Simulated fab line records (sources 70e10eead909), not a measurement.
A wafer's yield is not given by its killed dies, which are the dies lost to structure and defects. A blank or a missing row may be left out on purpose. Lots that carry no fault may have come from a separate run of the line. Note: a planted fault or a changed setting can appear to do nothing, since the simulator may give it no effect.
fab line records	flow nand-harc
record lots=12	wafers=36	last-day=33
route steps=1302 shown P_ZERO_WELL@17 P_STI@72 P_GATE@149 END@1302
lots that met no fault: from a run of the same line without faults
start-h: start of the lot's first displayed wafer, in hours after the record's first day	wait-h: time in hours since the lot's previous step	" unchanged from the row above	L1.1+2: a row that stands for several wafers	- no value, or no start was given	* or withheld: withheld	< > ~ a bound
route shown NAME@n: names a module that has steps shown in the file, with the first one's number in the route	usual: mean/standard deviation taken from wafers without a fault	same: alike in all rows	chamber/n: place in a boat	sites: the reading at each site	_std_site: the standard deviation of these	_edge_site: inner sites' mean taken away from outer sites' mean	radius-mm: how far each site lies from the wafer's centre	mask NAME#n: copy n	behind: the tool/chamber that last shaped the wafer	hold: why the lot went on hold/how many hours it stayed there/how the hold came to an end	device: whichever transistor did not switch (one of n, p or np)	end of line: at the end of the route, the tests of the same wafers	a step without rows: its recipe alone	killed: dies lost to structure and defects at the first sort, not the wafer's yield	map: dies across one wafer; x = killed, . = not, _ = none there
set.NAME: the setting the step ran with; set.NAME@STEP: the setting that earlier step ran with	model.NAME: the simulator's own value behind a step, which no gauge read
route steps across a sampled set of lots; one table per step, one row per wafer
services: when a tool's chamber went out of use (start-h, in hours from the record's first day, below 0 if earlier), for how many hours, and the reason
## steps
# step NHARC_P_ZERO_WELL_ETCH_65
# recipe target-depth-a=800	overetch-a=240	time-s=87.88	ion-energy-ev=200	n2-flow-sccm=150	h2-flow-sccm=150	ar-flow-sccm=0	rf-w=400	bias-w=150	chemistry=N2/H2
# usual drypump-motor-current-A=5.84/0.26	oes-product-au=0.997/0.011	rf-vpp-V=430.6/2.9	showerhead-plenum-p-Torr=2.04/0.1	throttle-valve-pct=14.171/0.0092
lot.wafer	tool	chamber	start-h	wait-h	drypump-motor-current-A	oes-product-au	rf-hours-counter-h	rf-vpp-V	showerhead-plenum-p-Torr	throttle-valve-pct
L933.3	rie-diel-02	3	31.58	0.1	5.67	0.990	49	428.1	2.00	14.177
L933.1	"	2	"	"	5.58	0.968	50	428.9	1.95	14.160
L933.4	"	2	"	"	5.59	0.979	-	427.0	1.95	14.171
L934.3	rie-diel-03	1	41.54	0.2	5.91	0.989	19	434.5	2.21	14.173
L934.4	"	3	"	"	5.78	1.006	17	433.7	2.14	14.167
L934.2	"	0	"	"	5.98	1.016	19	430.6	2.06	14.166
L935.1	rie-diel-13	3	51.38	0.1	6.51	0.999	25	432.0	2.11	14.169
L935.6	"	0	"	"	5.35	0.988	-	431.1	2.02	14.175
L935.5	"	1	"	"	5.64	0.983	-	432.1	2.08	14.172
L940.1	rie-diel-02	1	101.58	0.1	6.11	0.992	18	434.8	2.21	14.175
L940.2	"	2	"	"	5.57	1.001	18	426.6	1.94	14.180
L940.6	"	1	"	"	6.09	0.992	-	435.9	2.21	14.179
L945.3	rie-diel-02	3	151.50	0.1	5.62	0.990	29	429.0	1.99	14.166
L945.2	"	1	"	"	6.06	0.998	32	435.9	2.21	14.169
L945.6	"	2	"	"	5.60	1.000	-	426.8	1.94	14.164
L946.4	rie-diel-02	3	161.39	0.1	5.67	1.003	30	430.0	1.99	14.179
L946.3	"	1	"	"	6.07	1.003	35	432.3	2.21	14.174
L946.6	"	3	"	"	5.67	1.016	-	428.5	1.99	14.162
L947.3	rie-diel-02	0	171.65	0.2	5.64	1.006	40	429.6	1.97	14.173
L947.6	"	2	"	"	5.62	1.005	-	426.5	1.94	14.178
L947.5	"	3	"	"	5.63	1.002	-	428.0	1.99	14.163
L948.3	rie-diel-13	2	181.63	0.1	6.26	1.002	3	428.0	1.97	14.185
L948.1	"	3	"	"	6.55	0.995	2	430.7	2.10	14.168
L948.2	"	0	"	"	5.36	0.984	2	430.7	2.01	14.178
L949.2	rie-diel-02	3	191.48	0.1	5.68	1.004	43	429.2	1.99	14.174
L949.3	"	2	"	"	5.61	0.991	47	427.9	1.93	14.179
L949.6	"	0	"	"	5.63	0.986	-	427.0	1.97	14.167
L950.3	rie-diel-02	2	201.51	0.1	5.59	1.003	48	428.7	1.93	14.158
L950.4	"	0	"	"	5.63	0.987	49	428.2	1.97	14.179
L950.5	"	2	"	"	5.61	0.987	-	427.6	1.93	14.158
L953.3	rie-diel-02	0	231.51	0.1	5.61	0.988	1	427.7	1.96	14.173
L953.6	"	2	"	"	5.59	0.992	-	426.8	1.93	14.166
L953.5	"	0	"	"	5.63	0.988	-	428.6	1.96	14.178
L954.3	rie-diel-03	3	241.53	0.1	5.77	0.988	26	433.5	2.12	14.171
L954.1	"	0	"	"	5.95	1.010	25	430.1	2.04	14.155
L954.5	"	3	"	"	5.78	1.002	-	430.6	2.12	14.170
# step NHARC_P_ZERO_WELL_CD_MEAS_37
# recipe target-cd-nm=720	landing-energy-ev=500
# usual cd-nm=720.4/2.3
lot.wafer	tool	chamber	start-h	wait-h	cd-nm
L933.1	cd-sem-01	0	34.22	-	719.1
L933.3	"	0	"	"	721.8
L933.4	"	0	"	"	720.8
L934.2	cd-sem-01	0	44.18	-	722.5
L934.3	"	0	"	"	717.9
L934.4	"	0	"	"	718.0
L935.1	cd-sem-01	0	54.08	-	723.1
L935.5	"	0	"	"	717.4
L935.6	"	0	"	"	723.8
L940.1	cd-sem-01	0	104.24	-	718.8
L940.2	"	0	"	"	722.5
L940.6	"	0	"	"	722.6
L945.2	cd-sem-03	0	154.00	-	720.4
L945.3	"	0	"	"	722.3
L945.6	"	0	"	"	724.5
L946.3	cd-sem-03	0	164.32	-	722.0
L946.4	"	0	"	"	722.9
L946.6	"	0	"	"	719.4
L947.3	cd-sem-03	0	174.43	-	718.7
L947.5	"	0	"	"	721.1
L947.6	"	0	"	"	716.1
L948.1	cd-sem-03	0	184.35	-	720.9
L948.2	"	0	"	"	719.6
L948.3	"	0	"	"	723.3
L949.2	cd-sem-02	0	193.97	-	720.6
L949.3	"	0	"	"	717.6
L949.6	"	0	"	"	719.0
L950.3	cd-sem-03	0	204.02	-	717.7
L950.4	"	0	"	"	723.4
L950.5	"	0	"	"	719.1
L953.3	cd-sem-02	0	234.13	-	717.4
L953.5	"	0	"	"	719.7
L953.6	"	0	"	"	721.5
L954.1	cd-sem-03	0	244.27	-	718.9
L954.3	"	0	"	"	720.4
L954.5	"	0	"	"	721.9
# step NHARC_P_STI_OXIDE_29
# recipe target-thk-a=100	temp-c=900	ox-time-s=1362	material=SiO2
# usual tube-center-temp-C=899.99/0.073
lot.wafer	tool	chamber	start-h	wait-h	tube-center-temp-C
L933.1	furnace-07	0	44.53	-	900.04
L933.3	"	0	"	"	900.07
L933.4	"	0	"	"	899.97
L933.1	furnace-07	0	48.56	0.3	899.96
L933.3	"	0	"	"	900.04
L933.4	"	0	"	"	899.89
L934.2	furnace-04	0	52.00	-	899.9
L934.3	"	0	"	"	899.85
L934.4	"	0	"	"	900.04
L935.1	furnace-07	0	64.64	-	899.95
L935.5	"	0	"	"	899.97
L935.6	"	0	"	"	900.1
L935.1	furnace-07	0	72.62	4.3	900
L935.5	"	0	"	"	900.1
L935.6	"	0	"	"	899.98
L940.1	furnace-04	0	113.85	-	899.98
L940.2	"	0	"	"	899.98
L940.6	"	0	"	"	900.04
L940.1	furnace-04	0	117.88	0.3	899.97
L940.2	"	0	"	"	899.88
L940.6	"	0	"	"	899.99
L945.2	furnace-01	0	162.46	-	900.01
L945.3	"	0	"	"	899.89
L945.6	"	0	"	"	899.98
L946.3	furnace-07	0	172.51	-	900.06
L946.4	"	0	"	"	899.84
L946.6	"	0	"	"	899.95
L947.3	furnace-04	0	182.97	-	900.07
L947.5	"	0	"	"	900.03
L947.6	"	0	"	"	899.88
L948.1	furnace-01	0	191.82	-	900.07
L948.2	"	0	"	"	900.01
L948.3	"	0	"	"	900.01
L949.2	furnace-01	0	202.97	-	900.07
L949.3	"	0	"	"	900.01
L949.6	"	0	"	"	899.77
L950.3	furnace-04	0	214.04	-	899.91
L950.4	"	0	"	"	899.99
L950.5	"	0	"	"	899.93
L953.3	furnace-01	0	242.32	-	900.02
L953.5	"	0	"	"	900.16
L953.6	"	0	"	"	899.93
L954.1	furnace-07	0	251.72	-	899.98
L954.3	"	0	"	"	900.03
L954.5	"	0	"	"	899.99
# step NHARC_P_GATE_ETCH_32
# recipe target-depth-a=1500	over-etch-frac=1	over-etch-ion-energy-ev=40	time-s=100.1	hbr-flow-sccm=150	cl2-flow-sccm=50	rf-w=400	icp-w=400	bias-w=100	chemistry=HBr/Cl2
# usual drypump-motor-current-A=5.8/0.44	he-backside-leak-sccm=2.79/0.28	mfc-cl2-sccm=50.01/0.15	oes-product-au=1.001/0.013	throttle-valve-pct=26.406/0.0084
lot.wafer	tool	chamber	start-h	wait-h	drypump-motor-current-A	he-backside-leak-sccm	mfc-cl2-sccm	oes-product-au	rf-hours-counter-h	throttle-valve-pct
L933.4	rie-si-03	2	109.86	-	6.5	2.83	50.25	1.019	0.36	26.396
L933.1	"	3	"	"	5.7	2.94	49.78	0.996	0.40	26.411
L933.3	"	0	"	"	6.4	2.92	49.93	1.024	0.49	26.414
L934.2	rie-si-06	1	119.37	-	5.5	2.98	50.27	0.995	0.20	26.393
L934.4	"	2	"	"	5.2	2.74	49.92	1.013	0.23	26.416
L934.3	"	3	"	"	6.0	2.56	49.98	0.978	0.18	26.396
L935.1	rie-si-03	3	132.41	-	5.7	2.99	49.96	1.014	0.55	26.404
L935.5	"	0	"	"	6.4	2.84	50.04	1.017	-	26.407
L935.6	"	1	"	"	5.2	2.68	50.16	1.014	-	26.413
L940.1	rie-si-04	0	180.17	-	6.3	2.44	49.64	1.016	0.04	26.401
L940.2	"	1	"	"	5.8	2.88	50.00	0.988	0.04	26.409
L940.6	"	1	"	"	5.8	2.92	49.95	0.983	-	26.402
L945.3	rie-si-06	3	223.77	-	6.1	2.56	50.09	0.997	0.84	26.407
L945.2	"	0	"	"	5.9	2.82	50.05	0.978	0.92	26.405
L945.6	"	0	"	"	5.9	3.02	49.89	0.980	-	26.408
L947.3	rie-si-06	2	245.08	-	5.1	2.50	50.16	1.016	1.07	26.396
L947.6	"	0	"	"	5.9	3.02	50.21	0.988	-	26.399
L947.5	"	1	"	"	5.4	2.95	50.05	1.005	-	26.414
L946.3	rie-si-04	0	245.25	-	6.3	2.31	49.78	1.025	0.52	26.411
L946.4	"	1	"	"	5.8	2.81	50.19	0.988	0.53	26.412
L946.6	"	0	"	"	6.3	2.38	49.89	1.017	-	26.412
L948.3	rie-si-04	1	262.06	-	5.8	2.82	50.25	0.991	0.62	26.406
L948.1	"	3	"	"	6.0	2.64	50.02	1.003	0.54	26.409
L948.2	"	0	"	"	6.3	2.13	49.99	1.002	0.64	26.400
L949.2	rie-si-03	2	273.30	-	6.5	3.12	50.17	1.011	0.14	26.399
L949.3	"	0	"	"	6.4	2.60	50.23	1.003	0.20	26.399
L949.6	"	1	"	"	5.1	2.83	50.25	0.988	-	26.392
L950.4	rie-si-04	1	276.22	-	5.8	2.92	50.00	0.983	0.73	26.396
L950.3	"	2	"	"	5.8	2.59	50.16	0.974	0.58	26.408
L950.5	"	0	"	"	6.3	2.25	49.99	1.008	-	26.399
L953.3	rie-si-06	0	302.97	-	5.9	2.84	49.94	1.006	0.18	26.414
L953.5	"	3	"	"	6.1	2.70	50.04	0.983	-	26.407
L953.6	"	0	"	"	5.9	2.85	49.83	0.997	-	26.408
L954.1	rie-si-03	3	321.69	-	5.7	2.96	50.12	1.010	0.45	26.410
L954.3	"	0	"	"	6.4	3.05	49.90	0.997	0.45	26.401
L954.5	"	1	"	"	5.1	2.87	50.10	0.986	-	26.407
# step NHARC_END_SORT_01
# recipe temp-c=25
# usual killed-at-array=55/22	killed-at-other=0.9/1.2	killed-at-periphery=3.6/2.3	killed-dies=60/22	killed-open=3.2/1.9	killed-short=2.5/1.6
# same gross-dies=677
lot.wafer	tool	chamber	start-h	wait-h	killed-at-array	killed-at-other	killed-at-periphery	killed-dies	killed-open	killed-short
L945.2	prober-01	0	688.31	2.8	66	0	1	67	2	2
L945.3	prober-01	0	689.11	3.1	71	0	2	73	5	1
L945.6	prober-01	0	691.52	4.0	74	1	4	79	4	3
L947.3	prober-02	0	704.86	3.1	66	1	8	75	3	2
L947.5	prober-02	0	706.46	3.7	81	0	7	88	2	0
L947.6	prober-02	0	707.26	4.0	71	0	7	78	2	3
L946.3	prober-01	0	704.92	3.1	46	0	1	47	1	2
L946.4	prober-01	0	705.72	3.4	42	0	1	43	4	1
L946.6	prober-01	0	707.32	4.0	37	0	3	40	2	1
L948.1	prober-01	0	734.01	2.5	82	1	4	87	4	3
L948.2	prober-01	0	734.83	2.8	54	2	1	57	0	2
L948.3	prober-01	0	735.64	3.1	69	1	4	74	4	4
L949.2	prober-02	0	734.86	2.8	53	4	4	61	4	0
L949.3	prober-02	0	735.67	3.1	59	4	2	65	5	4
L949.6	prober-02	0	738.09	4.0	57	1	6	64	2	5
L950.3	prober-01	0	758.72	3.1	29	0	2	31	2	4
L950.4	prober-01	0	759.53	3.4	34	1	4	39	10	0
L950.5	prober-01	0	760.33	3.7	39	0	3	42	6	8
L954.1	prober-02	0	779.64	2.5	64	0	5	69	5	5
L954.3	prober-02	0	781.29	3.2	62	0	5	67	5	4
L954.5	prober-02	0	782.93	3.8	55	1	10	66	1	3
# killed by level:class
L945.2 A_CHANNEL_HOLE_D1:chamber-film-flake=37 A_CHANNEL_HOLE_D2:chamber-film-flake=13 A_CONTACT:chamber-film-flake=6 A_SLIT:chamber-film-flake=3 A_ZERO_WELL:chamber-film-flake=2 P_CONTACT:geometric-particle:open=1 A_CHANNEL_FILL_D1:geometric-particle:short=1 A_CHANNEL_FILL_D2:geometric-particle:short=1
L945.3 A_CHANNEL_HOLE_D1:chamber-film-flake=38 A_CHANNEL_HOLE_D2:chamber-film-flake=20 A_CONTACT:chamber-film-flake=5 A_CHANNEL_HOLE_D2:geometric-particle:open=2 A_ZERO_WELL:chamber-film-flake=2 P_GATE:geometric-particle:open=1 P_CONTACT:geometric-particle:open=1 A_CHANNEL_FILL_D2:geometric-particle:short=1
L945.6 A_CHANNEL_HOLE_D1:chamber-film-flake=35 A_CHANNEL_HOLE_D2:chamber-film-flake=21 A_CONTACT:chamber-film-flake=10 A_SLIT:chamber-film-flake=2 P_CONTACT:geometric-particle:open=1 P_M0:geometric-particle:open=1 P_BONDPAD:geometric-particle:short=1 A_ONON_D1:geometric-particle:short=1
L947.3 A_CHANNEL_HOLE_D1:chamber-film-flake=36 A_SLIT:chamber-film-flake=19 P_CONTACT:chamber-film-flake=5 A_CONTACT:chamber-film-flake=3 A_DECK1_JOINT:chamber-film-flake=2 A_STAIRCASE:chamber-film-flake=2 P_GATE:geometric-particle:open=1 P_CONTACT:geometric-particle:open=1
L946.3 A_CHANNEL_HOLE_D2:chamber-film-flake=17 A_CHANNEL_HOLE_D1:chamber-film-flake=8 A_SLIT:chamber-film-flake=5 A_CONTACT:chamber-film-flake=5 A_STAIRCASE:chamber-film-flake=4 A_ZERO_WELL:chamber-film-flake=2 A_BLC:chamber-film-flake=2 A_ONON_D1:geometric-particle:open=1
L946.4 A_CHANNEL_HOLE_D2:chamber-film-flake=18 A_CHANNEL_HOLE_D1:chamber-film-flake=6 A_SLIT:chamber-film-flake=4 A_STAIRCASE:chamber-film-flake=3 A_ZERO_WELL:chamber-film-flake=2 A_CONTACT:chamber-film-flake=2 P_M0:geometric-particle:open=1 A_SOURCE_PLATE:geometric-particle:open=1
L947.5 A_SLIT:chamber-film-flake=33 A_CHANNEL_HOLE_D1:chamber-film-flake=29 A_CONTACT:chamber-film-flake=7 A_STAIRCASE:chamber-film-flake=4 P_STI:chamber-film-flake=3 A_DECK1_JOINT:chamber-film-flake=3 A_CHANNEL_FILL_D2:chamber-film-flake=3 P_CONTACT:chamber-film-flake=2
L947.6 A_CHANNEL_HOLE_D1:chamber-film-flake=31 A_SLIT:chamber-film-flake=20 A_CONTACT:chamber-film-flake=7 A_STAIRCASE:chamber-film-flake=5 P_CONTACT:chamber-film-flake=4 A_DECK1_JOINT:chamber-film-flake=3 P_GATE:geometric-particle:open=1 A_SOURCE_PLATE:geometric-particle:short=1
L946.6 A_CHANNEL_HOLE_D2:chamber-film-flake=22 A_CHANNEL_HOLE_D1:chamber-film-flake=7 A_STAIRCASE:chamber-film-flake=2 A_SLIT:chamber-film-flake=2 A_ONON_D1:geometric-particle:short=1 A_CHANNEL_FILL_D1:geometric-particle:open=1 A_M0:geometric-particle:open=1 P_ZERO_WELL:chamber-film-flake=1
L948.1 A_SLIT:chamber-film-flake=25 A_CHANNEL_HOLE_D2:chamber-film-flake=18 A_CHANNEL_HOLE_D1:chamber-film-flake=13 A_CONTACT:chamber-film-flake=8 A_STAIRCASE:chamber-film-flake=6 A_WL_FILL:chamber-film-flake=5 P_M0:geometric-particle:open=2 P_STI:chamber-film-flake=2
L948.2 A_CHANNEL_HOLE_D1:chamber-film-flake=14 A_SLIT:chamber-film-flake=14 A_CHANNEL_HOLE_D2:chamber-film-flake=8 A_CONTACT:chamber-film-flake=7 A_ZERO_WELL:chamber-film-flake=4 A_STAIRCASE:chamber-film-flake=3 A_WL_FILL:chamber-film-flake=3 THIN_TSV:chamber-film-flake=2
L949.2 A_CHANNEL_HOLE_D1:chamber-film-flake=33 A_STAIRCASE:chamber-film-flake=7 A_SLIT:chamber-film-flake=4 THIN_TSV:chamber-film-flake=4 A_CONTACT:chamber-film-flake=3 A_ZERO_WELL:chamber-film-flake=2 P_M0:geometric-particle:open=1 A_CHANNEL_FILL_D1:geometric-particle:open=1
L948.3 A_SLIT:chamber-film-flake=29 A_CHANNEL_HOLE_D2:chamber-film-flake=15 A_CONTACT:chamber-film-flake=7 A_CHANNEL_HOLE_D1:chamber-film-flake=6 A_STAIRCASE:chamber-film-flake=3 P_CONTACT:geometric-particle:short=2 A_DECK1_JOINT:chamber-film-flake=2 A_WL_FILL:chamber-film-flake=2
L949.3 A_CHANNEL_HOLE_D1:chamber-film-flake=31 A_STAIRCASE:chamber-film-flake=6 A_SLIT:chamber-film-flake=5 THIN_TSV:chamber-film-flake=4 A_CONTACT:chamber-film-flake=3 A_ONON_D2:geometric-particle:open=2 A_M0:geometric-particle:open=2 A_ZERO_WELL:chamber-film-flake=2
L949.6 A_CHANNEL_HOLE_D1:chamber-film-flake=37 A_CONTACT:chamber-film-flake=4 P_ZERO_WELL:chamber-film-flake=3 A_STAIRCASE:chamber-film-flake=3 A_CHANNEL_FILL_D1:geometric-particle:short=2 A_WL_FILL:geometric-particle:short=2 A_ZERO_WELL:chamber-film-flake=2 A_CHANNEL_FILL_D2:chamber-film-flake=2
L950.3 A_SLIT:chamber-film-flake=9 A_CHANNEL_HOLE_D1:chamber-film-flake=5 A_ZERO_WELL:chamber-film-flake=3 A_WL_FILL:chamber-film-flake=3 A_CONTACT:chamber-film-flake=3 A_DECK1_JOINT:geometric-particle:short=2 A_CHANNEL_FILL_D1:geometric-particle:open=1 A_ONON_D2:geometric-particle:short=1
L950.4 A_CHANNEL_HOLE_D1:chamber-film-flake=12 A_SLIT:chamber-film-flake=11 P_GATE:geometric-particle:open=2 A_CHANNEL_FILL_D2:geometric-particle:open=2 A_CONTACT:chamber-film-flake=2 P_CONTACT:geometric-particle:open=1 A_DECK1_JOINT:geometric-particle:open=1 A_SGD_CUT:geometric-particle:open=1
L950.5 A_CHANNEL_HOLE_D1:chamber-film-flake=11 A_SLIT:chamber-film-flake=8 A_CHANNEL_FILL_D1:geometric-particle:short=3 A_STAIRCASE:chamber-film-flake=3 A_ONON_D1:geometric-particle:short=2 A_M0:geometric-particle:open=2 P_ZERO_WELL:chamber-film-flake=2 A_WL_FILL:chamber-film-flake=2
L954.1 A_CHANNEL_HOLE_D2:chamber-film-flake=19 A_CHANNEL_HOLE_D1:chamber-film-flake=16 A_STAIRCASE:chamber-film-flake=8 A_SLIT:chamber-film-flake=5 A_SGD_CUT:chamber-film-flake=4 P_CONTACT:geometric-particle:short=2 A_ONON_D1:geometric-particle:open=2 P_GATE:chamber-film-flake=2
L954.3 A_CHANNEL_HOLE_D2:chamber-film-flake=27 A_CHANNEL_HOLE_D1:chamber-film-flake=10 A_SLIT:chamber-film-flake=10 P_GATE:chamber-film-flake=3 A_STAIRCASE:chamber-film-flake=3 A_ONON_D1:geometric-particle:short=2 A_M0:geometric-particle:open=2 A_SGD_CUT:chamber-film-flake=2
L954.5 A_CHANNEL_HOLE_D2:chamber-film-flake=25 A_CHANNEL_HOLE_D1:chamber-film-flake=15 P_GATE:chamber-film-flake=8 A_STAIRCASE:chamber-film-flake=6 A_SLIT:chamber-film-flake=5 P_STI:geometric-particle:short=1 P_M0:geometric-particle:open=1 A_CHANNEL_FILL_D2:geometric-particle:short=1
## services
tool	chamber	start-h	hours	kind
furnace-04	-	12.67	8.4	repair
rie-si-04	3	18.77	6.8	repair
rie-diel-02	-	25.77	0.3	repair
furnace-04	-	26.00	26.0	pm
rie-diel-02	-	26.46	0.1	repair
rie-diel-02	1	30.51	18.0	repair
rie-si-04	1	32.32	10.1	repair
rie-diel-02	-	39.81	9.0	pm
rie-si-03	-	44.00	9.0	pm
rie-si-06	-	72.00	9.0	pm
rie-diel-02	1	86.64	2.2	repair
rie-si-04	3	100.36	2.7	repair
rie-si-06	-	124.11	0.4	repair
rie-diel-02	3	137.90	3.8	repair
rie-diel-02	3	142.98	4.2	repair
rie-si-04	-	165.05	9.0	pm
rie-si-03	0	174.31	1.4	repair
rie-si-04	2	194.46	0.9	repair
rie-diel-02	1	204.14	16.0	repair
furnace-01	-	206.65	26.0	pm
rie-si-03	1	211.51	8.2	repair
rie-diel-02	-	216.81	9.0	pm
rie-si-03	-	221.00	9.0	pm
rie-si-04	1	246.66	2.2	repair
## key
first-sign step=NHARC_P_STI_OXIDE_29	reading=visit	direction=added
effect none on later readings
met-at NHARC_P_STI_OXIDE_29
struck-lots L933,L935,L940
tester-left-out L933,L935,L940
not-acting-at NHARC_P_ZERO_WELL_ETCH_65,NHARC_P_ZERO_WELL_CD_MEAS_37,NHARC_P_GATE_ETCH_32
fault kind=repeated-step-whole	tool=furnace-01,furnace-04,furnace-07	chamber=-	onset-h=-	steps=NHARC_P_STI_OXIDE_29	times=1	scope=struck-lots-only
# tester-left-out: of these lots the tester's yield and bins aren't shown, on N5 and GAA mostly nor the transistor test; their killed dies are dies lost to structure and defects alone, not to doping, threshold or leakage, so they don't give the yield
